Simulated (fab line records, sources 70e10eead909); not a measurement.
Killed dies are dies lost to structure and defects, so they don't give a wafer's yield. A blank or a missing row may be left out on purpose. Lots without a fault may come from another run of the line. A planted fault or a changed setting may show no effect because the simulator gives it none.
A struck lot beside a sound one | flow nand_harc | 15 steps out of a route of 1302
Sound: wafers L490.4, L490.5, L490.6. Struck: wafers L489.1, L489.4, L489.5. The cause comes at the end.
At each step with rows: each side's tool, then ch and its chambers, then its first start. Under that, the readings that differ: sound wafers | struck wafers | difference of the means | sigmas: that difference in standard deviations of wafers without a fault.
alike: readings whose means differ by less than 2 such deviations, and words and numbers that are the same on both sides. not compared: withheld readings, readings that some wafer has no value for, bounds like >300 that may hide the same value, and numbers for which the record gives no deviation and whose values overlap.
The two part at a step that has a row with sigmas, a row that says differs or no value, or rows on one side only. Numbers that don't overlap but have no deviation are shown without sigmas and don't part them. A reading that every wafer of one side lacks parts them only if that side has two wafers or more.

first, 1 step without rows for these wafers: NHARC_P_ZERO_WELL_HARDBAKE_25 (time 80 s).
NHARC_P_ZERO_WELL_DESCUM_26: chemistry O2, time 3 s.
  sound on rie_diel-06 ch 1,2, day 9 00:39; struck on rie_diel-02 ch 1,3, day 8 15:25
  reading               | sound             | struck            | difference | sigmas
  oes_product_au (a.u.) | 1.013 1.003 1.028 | 0.971 0.979 1.003 | -0.030     | -2
  alike: chamber_pressure_mTorr, drypump_motor_current_A, rf_vpp_V, showerhead_plenum_p_Torr, throttle_valve_pct
  not compared: rf_hours_counter_h
then, 10 steps without rows for these wafers: NHARC_P_ZERO_WELL_IMPLANT_27; NHARC_P_ZERO_WELL_IMPLANT_57; NHARC_P_ZERO_WELL_IMPLANT_58; NHARC_P_ZERO_WELL_STRIP_28 (strips in SPM, time 840 s); NHARC_P_ZERO_WELL_DEHYDRATE_29 (time 120 s); NHARC_P_ZERO_WELL_HMDS_30 (time 30 s); NHARC_P_ZERO_WELL_COAT_31; NHARC_P_ZERO_WELL_SOFTBAKE_32 (time 95 s); NHARC_P_ZERO_WELL_EBR_33; NHARC_P_ZERO_WELL_EXPOSE_34 (exposes mask P PWELL, target cd 720 nm).
NHARC_P_ZERO_WELL_PEB_35: peb time 85 s.
  sound on litho_track-02 ch 0, day 9 01:56; struck on litho_track-05 ch 0, day 8 16:42
  reading                  | sound                | struck               | difference | sigmas
  heater_power_total_W (W) | 164.36 164.10 164.32 | 167.27 167.39 167.25 | +3.04      | +12
  plate_temp_C (C)         | 117.90 118.05 117.93 | 119.86 119.75 119.63 | +1.79      | +14
then, 2 steps without rows for these wafers: NHARC_P_ZERO_WELL_DEVELOP_36 (time 70 s); NHARC_END_SORT_01.

WHERE THEY PART
First at NHARC_P_ZERO_WELL_DESCUM_26; last, within this record, at NHARC_P_ZERO_WELL_PEB_35.

WHY: what the simulator had put in
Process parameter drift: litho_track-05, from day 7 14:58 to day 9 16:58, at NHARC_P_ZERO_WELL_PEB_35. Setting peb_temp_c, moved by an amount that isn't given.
